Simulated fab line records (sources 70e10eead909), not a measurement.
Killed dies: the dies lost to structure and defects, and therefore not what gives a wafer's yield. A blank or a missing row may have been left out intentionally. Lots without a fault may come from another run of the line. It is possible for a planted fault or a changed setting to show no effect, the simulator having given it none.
fab line records | flow nandHarc
record: lots: 12 | wafers: 36 | lastDay: 32
route steps=1302 shown P_M1@302 P_M2@329 END@1302
lots untouched by any fault: they come from a run of this same line in which no faults occurred
startH: the number of hours between the record's first day and the start of the first shown wafer of the lot | waitH: hours since the lot's step before | " repeats the value in the row above | L1.1+2: a row that stands for several wafers | - no value, or no start was given | * or withheld: withheld | < > ~ a bound
route shown NAME@n: NAME is a module with steps in the file, n the number in the route of the first one | usual: mean/standard deviation of fault-free wafers | same: alike in all rows | chamber/n: place in a boat | sites: readings site by site | _std_site: how widely they spread, as a standard deviation | _edge_site: outer sites' mean less inner sites' | radiusMm: for every site, how far away it sits from the centre of the wafer | mask NAME#n: copy n | behind: the tool/chamber that last shaped the wafer | hold: cause of the lot's hold/its duration in hours/its outcome | device: the transistor (n, p or np) that didn't switch | end of line: at the end of the route, the tests of the same wafers | a step without rows: its recipe alone | killed: at the first sort, the dies lost to defects and structure; wafer yield is something else | map: the dies of a wafer, with x for killed, . for not killed, _ for no die there
set.NAME: the setting as run; set.NAME@STEP: as run at that earlier step | model.NAME: the simulator's own value behind a step, which no gauge read
route steps across a sampled set of lots; one table per step, one row per wafer
services: the hour from which a tool's chamber was out of use, counted from the record's first day as startH (under 0 if before that day), plus the number of hours and why
== steps ==
step: NHARC_P_M1_STRIP_18
recipe: powerW: 1000 | n2FlowSccm: 150 | h2FlowSccm: 150 | arFlowSccm: 0 | biasW: 0 | chemistry: N2/H2
usual: drypumpMotorCurrentA: 5.6/0.49 | mfcArSccm: 0.014/0.015 | oesProductAu: 1.001/0.0097 | rfVppV: 90.7/1 | showerheadPlenumPTorr: 2.06/0.1 | throttleValvePct: 14.169/0.0087
lot.wafer | tool       | chamber | startH | waitH | drypumpMotorCurrentA | mfcArSccm | oesProductAu | rfHoursCounterH | rfVppV | showerheadPlenumPTorr | throttleValvePct
L636.3    | rieDiel-02 | 0       | 150.39 | 0.1   | 5.8                  | 0.034     | 1.000        | 6               | 91.9   | 2.20                  | 14.163
L636.6    | "          | 0       | "      | "     | 5.8                  | 0.034     | 1.004        | -               | 91.6   | 2.20                  | 14.174
L636.5    | "          | 1       | "      | "     | 5.2                  | 0         | 0.991        | -               | 90.1   | 1.90                  | 14.162
L637.3    | rieDiel-02 | 3       | 158.09 | 0.1   | 5.1                  | 0         | 0.994        | 7               | 91.2   | 2.13                  | 14.173
L637.5    | "          | 1       | "      | "     | 5.1                  | 0         | 0.990        | -               | 91.0   | 1.90                  | 14.172
L637.4    | "          | 3       | "      | "     | 5.1                  | 0         | 1.008        | -               | 91.5   | 2.13                  | 14.175
L639.4    | rieDiel-02 | 1       | 176.37 | 0.1   | 5.1                  | 0         | 0.997        | 8               | 89.4   | 1.90                  | 14.165
L639.1    | "          | 2       | "      | "     | 5.2                  | 0         | 0.999        | 8               | 91.6   | 2.09                  | 14.181
L639.6    | "          | 0       | "      | "     | 5.8                  | 0.034     | 1.002        | -               | 90.6   | 2.20                  | 14.177
L642.3    | rieDiel-02 | 2       | 206.50 | 0.1   | 5.2                  | 0         | 1.003        | 9               | 91.1   | 2.09                  | 14.163
L642.1    | "          | 3       | "      | "     | 5.1                  | 0         | 1.002        | 10              | 90.6   | 2.13                  | 14.164
L642.6    | "          | 2       | "      | "     | 5.2                  | 0         | 1.013        | -               | 90.9   | 2.09                  | 14.169
L645.3    | rieDiel-05 | 3       | 239.75 | 0.1   | 6.3                  | 0.023     | 0.983        | 0               | 89.9   | 1.89                  | 14.173
L645.1    | "          | 0       | "      | "     | 5.3                  | 0.036     | 0.997        | 0               | 91.7   | 2.11                  | 14.162
L645.6    | "          | 3       | "      | "     | 6.3                  | 0.023     | 0.988        | -               | 89.4   | 1.89                  | 14.169
L647.4    | rieDiel-02 | 0       | 250.95 | 0.1   | 5.8                  | 0.034     | 0.994        | 2               | 90.3   | 2.20                  | 14.165
L647.5    | "          | 0       | "      | "     | 5.8                  | 0.034     | 0.998        | -               | 90.3   | 2.20                  | 14.166
L647.6    | "          | 1       | "      | "     | 5.2                  | 0         | 1.021        | -               | 89.6   | 1.90                  | 14.169
L649.2    | rieDiel-04 | 0       | 270.76 | 0.1   | 6.4                  | 0.025     | 1.008        | 30              | 90.8   | 2.06                  | 14.166
L649.3    | "          | 2       | "      | "     | 6.6                  | 0.031     | 1.010        | 27              | 89.8   | 1.95                  | 14.162
L649.1    | "          | 3       | "      | "     | 5.6                  | 0.007     | 1.002        | 28              | 88.9   | 1.94                  | 14.162
L650.1    | rieDiel-05 | 2       | 286.76 | 0.1   | 5.8                  | 0.028     | 1.005        | 3               | 91.9   | 2.13                  | 14.164
L650.4    | "          | 0       | "      | "     | 5.4                  | 0.036     | 0.999        | 3               | 89.4   | 2.11                  | 14.170
L650.5    | "          | 1       | "      | "     | 6.3                  | 0.004     | 1.021        | -               | 91.1   | 2.06                  | 14.162
L651.2    | rieDiel-02 | 3       | 294.77 | 0.1   | 5.1                  | 0         | 1.016        | 6               | 90.2   | 2.13                  | 14.161
L651.4    | "          | 1       | "      | "     | 5.1                  | 0         | 1.008        | 5               | 90.8   | 1.90                  | 14.185
L651.5    | "          | 2       | "      | "     | 5.2                  | 0         | 0.992        | -               | 89.7   | 2.09                  | 14.163
L652.1    | rieDiel-04 | 2       | 311.74 | 0.1   | 6.7                  | 0.031     | 1.004        | 40              | 89.8   | 1.94                  | 14.161
L652.5    | "          | 3       | "      | "     | 5.6                  | 0.007     | 1.000        | -               | 90.1   | 1.93                  | 14.182
L652.6    | "          | 0       | "      | "     | 6.5                  | 0.025     | 1.017        | -               | 91.3   | 2.06                  | 14.175
L653.2    | rieDiel-02 | 0       | 312.64 | 0.1   | 5.8                  | 0.034     | 0.992        | 6               | 91.2   | 2.20                  | 14.173
L653.1    | "          | 1       | "      | "     | 5.1                  | 0         | 1.006        | 7               | 89.6   | 1.90                  | 14.168
L653.5    | "          | 3       | "      | "     | 5.1                  | 0         | 1.027        | -               | 90.9   | 2.13                  | 14.154
L655.2    | rieDiel-04 | 0       | 339.41 | 0.1   | 6.4                  | 0.025     | 1.000        | 53              | 91.7   | 2.05                  | 14.170
L655.1    | "          | 2       | "      | "     | 6.6                  | 0.031     | 0.997        | 54              | 88.8   | 1.94                  | 14.171
L655.5    | "          | 3       | "      | "     | 5.6                  | 0.007     | 0.990        | -               | 91.0   | 1.93                  | 14.177
step: NHARC_P_M2_OVL_MEAS_10
recipe: pitchNm: 340
usual: overlayXNm: 0.2/0.74 | overlayYNm: 0.1/1.1
lot.wafer | tool       | chamber | startH | waitH | overlayXNm | overlayYNm
L636.3    | overlay-02 | -       | 154.13 | -     | 0.3        | 0.5
L636.5    | "          | -       | "      | "     | 0.2        | 1.0
L636.6    | "          | -       | "      | "     | 0.8        | 0.7
L637.3    | overlay-01 | -       | 161.66 | -     | 1.4        | -0.8
L637.4    | "          | -       | "      | "     | 1.2        | -1.0
L637.5    | "          | -       | "      | "     | 1.1        | -1.2
L639.1    | overlay-01 | -       | 180.15 | -     | 0.7        | -1.1
L639.4    | "          | -       | "      | "     | 0.5        | -1.7
L639.6    | "          | -       | "      | "     | -0.2       | -1.0
L642.1    | overlay-02 | -       | 210.29 | -     | 1.3        | 1.1
L642.3    | "          | -       | "      | "     | 1.0        | 1.7
L642.6    | "          | -       | "      | "     | 1.3        | 1.2
L645.1    | overlay-01 | -       | 243.28 | -     | -0.2       | 0.7
L645.3    | "          | -       | "      | "     | -0.5       | 0.6
L645.6    | "          | -       | "      | "     | -0.1       | 0.4
L647.4    | overlay-02 | -       | 254.50 | -     | 0.0        | 2.0
L647.5    | "          | -       | "      | "     | -0.5       | 1.3
L647.6    | "          | -       | "      | "     | -0.8       | 2.1
L649.1    | overlay-02 | -       | 274.31 | -     | 0.4        | -0.7
L649.2    | "          | -       | "      | "     | -0.2       | -0.5
L649.3    | "          | -       | "      | "     | 0.8        | -0.2
L650.1    | overlay-01 | -       | 290.41 | -     | -0.2       | 0.0
L650.4    | "          | -       | "      | "     | -0.6       | -0.4
L650.5    | "          | -       | "      | "     | -0.4       | -0.1
L651.2    | overlay-02 | -       | 298.45 | -     | -0.8       | -0.6
L651.4    | "          | -       | "      | "     | -0.6       | 0.0
L651.5    | "          | -       | "      | "     | -1.0       | -0.6
L652.1    | overlay-01 | -       | 315.32 | -     | 1.4        | 0.3
L652.5    | "          | -       | "      | "     | 0.9        | 0.0
L652.6    | "          | -       | "      | "     | 0.8        | -0.2
L653.1    | overlay-02 | -       | 316.13 | -     | 0.0        | -1.7
L653.2    | "          | -       | "      | "     | 0.7        | -1.5
L653.5    | "          | -       | "      | "     | 0.8        | -1.2
L655.1    | overlay-02 | -       | 342.94 | -     | 0.2        | 0.3
L655.2    | "          | -       | "      | "     | 0.6        | 0.1
L655.5    | "          | -       | "      | "     | 0.0        | 0.0
step: NHARC_P_M2_ETCH_35
recipe: targetDepthA: 400 | overetchA: 120 | timeS: 43.94 | ionEnergyEv: 200 | n2FlowSccm: 150 | h2FlowSccm: 150 | arFlowSccm: 0 | rfW: 400 | biasW: 150 | chemistry: N2/H2
usual: drypumpMotorCurrentA: 5.6/0.49 | mfcArSccm: 0.005/0.011 | oesProductAu: 1.000/0.0099 | rfVppV: 430.8/2.9 | runLengthS: 65.3/0.32 | showerheadPlenumPTorr: 2.05/0.1 | throttleValvePct: 14.172/0.0098
lot.wafer | tool       | chamber | startH | waitH | drypumpMotorCurrentA | mfcArSccm | oesProductAu | rfHoursCounterH | rfVppV | runLengthS | showerheadPlenumPTorr | throttleValvePct
L636.3    | rieDiel-06 | 0       | 154.31 | 0.1   | 5.6                  | 0         | 1.003        | 1.7             | 431.7  | 65.2       | 2.09                  | 14.173
L636.6    | "          | 0       | "      | "     | 5.6                  | 0         | 1.020        | -               | 433.2  | 65.8       | 2.09                  | 14.179
L636.5    | "          | 1       | "      | "     | 5.6                  | 0         | 0.999        | -               | 426.8  | 65.7       | 1.90                  | 14.198
L637.4    | rieDiel-12 | 0       | 161.87 | 0.0   | 6.0                  | 0         | 0.994        | 0.0             | 431.3  | 65.1       | 2.11                  | 14.173
L637.3    | "          | 2       | "      | "     | 5.7                  | 0         | 0.983        | 3.7             | 429.3  | 64.6       | 1.98                  | 14.174
L637.5    | "          | 0       | "      | "     | 6.0                  | 0         | 0.998        | -               | 433.3  | 65.0       | 2.11                  | 14.180
L639.1    | rieDiel-03 | 1       | 180.34 | 0.1   | 5.1                  | 0         | 1.001        | 2.9             | 429.4  | 64.8       | 1.99                  | 14.165
L639.4    | "          | 2       | "      | "     | 5.2                  | 0.043     | 0.999        | 3.3             | 433.9  | 65.3       | 2.18                  | 14.170
L639.6    | "          | 3       | "      | "     | 4.9                  | 0         | 1.000        | -               | 430.4  | 65.0       | 2.07                  | 14.177
L642.3    | rieDiel-03 | 1       | 210.49 | 0.1   | 5.1                  | 0         | 1.003        | 4.9             | 428.5  | 55.4       | 1.99                  | 14.177
L642.1    | "          | 0       | "      | "     | 5.2                  | 0.008     | 0.993        | 5.5             | 433.5  | 55.6       | 2.16                  | 14.184
L642.6    | "          | 2       | "      | "     | 5.2                  | 0.043     | 1.012        | -               | 435.0  | 56.2       | 2.18                  | 14.168
L645.1    | rieDiel-06 | 3       | 243.46 | 0.1   | 6.6                  | 0         | 1.005        | 7.3             | 427.1  | 65.9       | 1.90                  | 14.169
L645.3    | "          | 2       | "      | "     | 5.3                  | 0         | 0.991        | 6.5             | 428.4  | 65.1       | 1.95                  | 14.180
L645.6    | "          | 3       | "      | "     | 6.6                  | 0         | 1.012        | -               | 425.9  | 66.0       | 1.90                  | 14.169
L647.4    | rieDiel-12 | 2       | 254.68 | 0.1   | 5.7                  | 0         | 0.992        | 8.3             | 429.5  | 64.7       | 1.98                  | 14.182
L647.5    | "          | 2       | "      | "     | 5.7                  | 0         | 0.985        | -               | 429.4  | 64.8       | 1.98                  | 14.176
L647.6    | "          | 3       | "      | "     | 5.0                  | 0.020     | 1.009        | -               | 434.2  | 65.4       | 2.15                  | 14.172
L649.3    | rieDiel-06 | 2       | 274.49 | 0.1   | 5.3                  | 0         | 0.994        | 8.5             | 427.8  | 65.5       | 1.95                  | 14.189
L649.2    | "          | 3       | "      | "     | 6.6                  | 0         | 1.004        | 8.8             | 426.6  | 65.5       | 1.90                  | 14.174
L649.1    | "          | 0       | "      | "     | 5.6                  | 0         | 1.001        | 8.8             | 432.1  | 65.7       | 2.09                  | 14.171
L650.1    | rieDiel-12 | 0       | 290.60 | 0.1   | 6.0                  | 0         | 0.981        | 0.6             | 433.5  | 65.2       | 2.11                  | 14.187
L650.4    | "          | 1       | "      | "     | 6.3                  | 0         | 1.013        | 0.6             | 434.1  | 65.6       | 2.18                  | 14.190
L650.5    | "          | 2       | "      | "     | 5.8                  | 0         | 0.989        | -               | 429.1  | 65.1       | 1.97                  | 14.175
L651.2    | rieDiel-12 | 1       | 298.64 | 0.1   | 6.3                  | 0         | 1.003        | 1.2             | 434.2  | 65.5       | 2.18                  | 14.167
L651.4    | "          | 3       | "      | "     | 5.0                  | 0.020     | 1.007        | 0.9             | 433.2  | 65.0       | 2.15                  | 14.150
L651.5    | "          | 0       | "      | "     | 6.0                  | 0         | 0.996        | -               | 432.4  | 65.4       | 2.11                  | 14.163
L652.1    | rieDiel-12 | 0       | 315.53 | 0.1   | 6.0                  | 0         | 1.000        | 1.5             | 434.0  | 64.9       | 2.11                  | 14.178
L652.6    | "          | 1       | "      | "     | 6.3                  | 0         | 1.005        | -               | 432.9  | 65.3       | 2.18                  | 14.163
L652.5    | "          | 2       | "      | "     | 5.7                  | 0         | 0.997        | -               | 428.0  | 64.9       | 1.97                  | 14.192
L653.2    | rieDiel-12 | 2       | 316.32 | 0.1   | 5.7                  | 0         | 0.999        | 1.2             | 428.0  | 65.1       | 1.97                  | 14.176
L653.1    | "          | 0       | "      | "     | 6.0                  | 0         | 1.002        | 1.6             | 433.2  | 65.1       | 2.11                  | 14.181
L653.5    | "          | 1       | "      | "     | 6.3                  | 0         | 1.008        | -               | 435.1  | 65.8       | 2.18                  | 14.147
L655.2    | rieDiel-12 | 1       | 343.14 | 0.1   | 6.2                  | 0         | 1.004        | 3.1             | 435.0  | 65.9       | 2.18                  | 14.175
L655.1    | "          | 3       | "      | "     | 5.0                  | 0.020     | 1.003        | 3.1             | 434.2  | 64.9       | 2.15                  | 14.184
L655.5    | "          | 1       | "      | "     | 6.3                  | 0         | 1.005        | -               | 433.4  | 65.6       | 2.17                  | 14.178
step: NHARC_P_M2_PVD_21
recipe: targetThkA: 300 | chamberPressurePa: 5 | powerW: 5000 | substrateTempC: 30 | timeS: 20.49 | material: Cu
usual: substrateTempC: 30.00/0.1 | throttleValvePct: 29.9/0.88
lot.wafer | tool          | chamber | startH | waitH | substrateTempC | throttleValvePct
L636.3    | pvdSputter-01 | -       | -      | -     | 30.17          | 30.5
L636.6    | "             | -       | "      | "     | 29.91          | 29.8
L636.5    | "             | -       | "      | "     | 29.92          | 30.7
L637.3    | pvdSputter-03 | -       | -      | -     | 29.95          | 31.1
L637.4    | "             | -       | "      | "     | 30.03          | 28.6
L637.5    | "             | -       | "      | "     | 30.06          | 29.1
L639.4    | pvdSputter-03 | -       | -      | -     | 30.08          | 31.1
L639.1    | "             | -       | "      | "     | 30.11          | 28.6
L639.6    | "             | -       | "      | "     | 29.98          | 28.4
L642.3    | pvdSputter-01 | -       | -      | -     | 30.09          | 30.0
L642.1    | "             | -       | "      | "     | 29.84          | 30.6
L642.6    | "             | -       | "      | "     | 30.02          | 30.6
L645.1    | pvdSputter-01 | -       | -      | -     | 30.02          | 30.2
L645.3    | "             | -       | "      | "     | 29.97          | 30.3
L645.6    | "             | -       | "      | "     | 29.90          | 30.2
L647.4    | pvdSputter-03 | -       | -      | -     | 30.06          | 28.3
L647.5    | "             | -       | "      | "     | 30.04          | 28.7
L647.6    | "             | -       | "      | "     | 30.07          | 29.4
L649.1    | pvdSputter-02 | -       | -      | -     | 30.13          | 30.5
L649.2    | "             | -       | "      | "     | 29.85          | 29.2
L649.3    | "             | -       | "      | "     | 30.13          | 30.9
L650.1    | pvdSputter-03 | -       | -      | -     | 30.05          | 29.1
L650.4    | "             | -       | "      | "     | 29.97          | 29.0
L650.5    | "             | -       | "      | "     | 29.84          | 31.1
L651.2    | pvdSputter-03 | -       | -      | -     | 30.05          | 28.5
L651.4    | "             | -       | "      | "     | 29.96          | 29.2
L651.5    | "             | -       | "      | "     | 29.98          | 30.8
L652.1    | pvdSputter-01 | -       | -      | -     | 29.85          | 30.2
L652.5    | "             | -       | "      | "     | 29.96          | 29.8
L652.6    | "             | -       | "      | "     | 30.09          | 29.8
L653.1    | pvdSputter-02 | -       | -      | -     | 29.96          | 29.1
L653.2    | "             | -       | "      | "     | 29.99          | 30.9
L653.5    | "             | -       | "      | "     | 30.28          | 30.0
L655.1    | pvdSputter-02 | -       | -      | -     | 29.89          | 30.9
L655.2    | "             | -       | "      | "     | 29.87          | 30.1
L655.5    | "             | -       | "      | "     | 29.88          | 30.1
step: NHARC_END_SORT_01
recipe: tempC: 25
usual: killedAtArray: 53/19 | killedAtOther: 0.8/1.2 | killedAtPeriphery: 3.7/2.3 | killedDies: 57/19 | killedOpen: 3.2/1.7 | killedShort: 2.6/1.8
same: grossDies: 677
lot.wafer | tool      | chamber | startH | waitH | killedAtArray | killedAtOther | killedAtPeriphery | killedDies | killedOpen | killedShort
L642.1    | prober-01 | 0       | 640.83 | 2.5   | 59            | 0             | 11                | 70         | 1          | 2
L642.3    | prober-01 | 0       | 642.42 | 3.1   | 75            | 0             | 13                | 88         | 5          | 3
L642.6    | prober-01 | 0       | 644.79 | 4.0   | 61            | 3             | 8                 | 72         | 2          | 0
killed by level:class
L642.1 A_SLIT:chamberFilmFlake=23 A_CHANNEL_HOLE_D1:chamberFilmFlake=16 A_CHANNEL_HOLE_D2:chamberFilmFlake=11 P_STI:unspecified=7 P_ZERO_WELL:chamberFilmFlake=3 A_CONTACT:chamberFilmFlake=2 A_SOURCE_PLATE:geometricParticle:short=1 A_ONON_D1:geometricParticle:short=1
L642.3 A_CHANNEL_HOLE_D1:chamberFilmFlake=32 A_CHANNEL_HOLE_D2:chamberFilmFlake=15 A_SLIT:chamberFilmFlake=13 P_STI:unspecified=8 A_ZERO_WELL:chamberFilmFlake=3 A_WL_FILL:chamberFilmFlake=3 A_WL_FILL:geometricParticle:short=2 P_CONTACT:geometricParticle:short=1
L642.6 A_SLIT:chamberFilmFlake=21 A_CHANNEL_HOLE_D1:chamberFilmFlake=16 A_CHANNEL_HOLE_D2:chamberFilmFlake=14 P_STI:unspecified=5 A_BLC:chamberFilmFlake=4 P_BONDPAD:chamberFilmFlake=3 THIN_TSV:chamberFilmFlake=3 A_CONTACT:chamberFilmFlake=2
== services ==
tool          | chamber | startH | hours | kind
rieDiel-04    | 3       | 127.72 | 4.5   | repair
rieDiel-12    | 3       | 128.45 | 1.8   | repair
rieDiel-06    | -       | 130.20 | 9.0   | pm
rieDiel-04    | 2       | 140.73 | 16.9  | repair
rieDiel-12    | 2       | 144.19 | 3.2   | repair
rieDiel-04    | 1       | 151.69 | 10.5  | repair
rieDiel-02    | 2       | 154.24 | 8.4   | repair
rieDiel-06    | 0       | 158.18 | 2.5   | repair
rieDiel-04    | 2       | 160.58 | 32.0  | repair
pvdSputter-03 | -       | 170.18 | 10.0  | pm
rieDiel-06    | 2       | 173.26 | 16.1  | repair
rieDiel-04    | -       | 177.90 | 9.0   | pm
rieDiel-06    | 0       | 181.63 | 3.9   | repair
rieDiel-06    | 3       | 213.73 | 5.2   | repair
rieDiel-02    | -       | 216.91 | 9.0   | pm
rieDiel-12    | 0       | 225.00 | 9.4   | repair
pvdSputter-01 | -       | 226.00 | 10.0  | pm
rieDiel-02    | 0       | 262.13 | 3.0   | repair
rieDiel-12    | -       | 268.41 | 9.0   | pm
pvdSputter-01 | -       | 272.83 | 5.4   | repair
pvdSputter-02 | -       | 282.00 | 10.0  | pm
rieDiel-04    | -       | 299.80 | 0.9   | repair
rieDiel-12    | 2       | 303.82 | 6.4   | repair
rieDiel-12    | 0       | 340.87 | 11.5  | repair
== key ==
firstSign: step: NHARC_P_M2_ETCH_35 | reading: runLengthS | direction: down | sigmas: 30 | usual: * | struck: *
effect: step: NHARC_END_SORT_01 | reading: killedAtPeriphery | direction: up | sigmas: 3 | usual: 3.7 | struck: 10.7
metAt NHARC_P_M2_ETCH_35
struckLots L642
testerLeftOut L642
notActingAt NHARC_P_M1_STRIP_18,NHARC_P_M2_OVL_MEAS_10,NHARC_P_M2_PVD_21
onsetBetween 180.34 210.49
earlierFault: kind: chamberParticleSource | tool: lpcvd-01 | chamber: 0 | onsetH: 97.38 | steps: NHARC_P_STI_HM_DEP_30 | ratePerVisitCm2: 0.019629
fault: kind: processParameterDrift | tool: rieDiel-03 | chamber: - | onsetH: 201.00 | steps: NHARC_P_M2_ETCH_35 | channel: timeS | offset: * | shape: step | actsIn: * | stated: *
testerLeftOut: of these lots the tester's yield and bins aren't shown, on N5 and GAA mostly nor the transistor test; their killed dies are dies lost to structure and defects alone, not to doping, threshold or leakage, so they don't give the yield
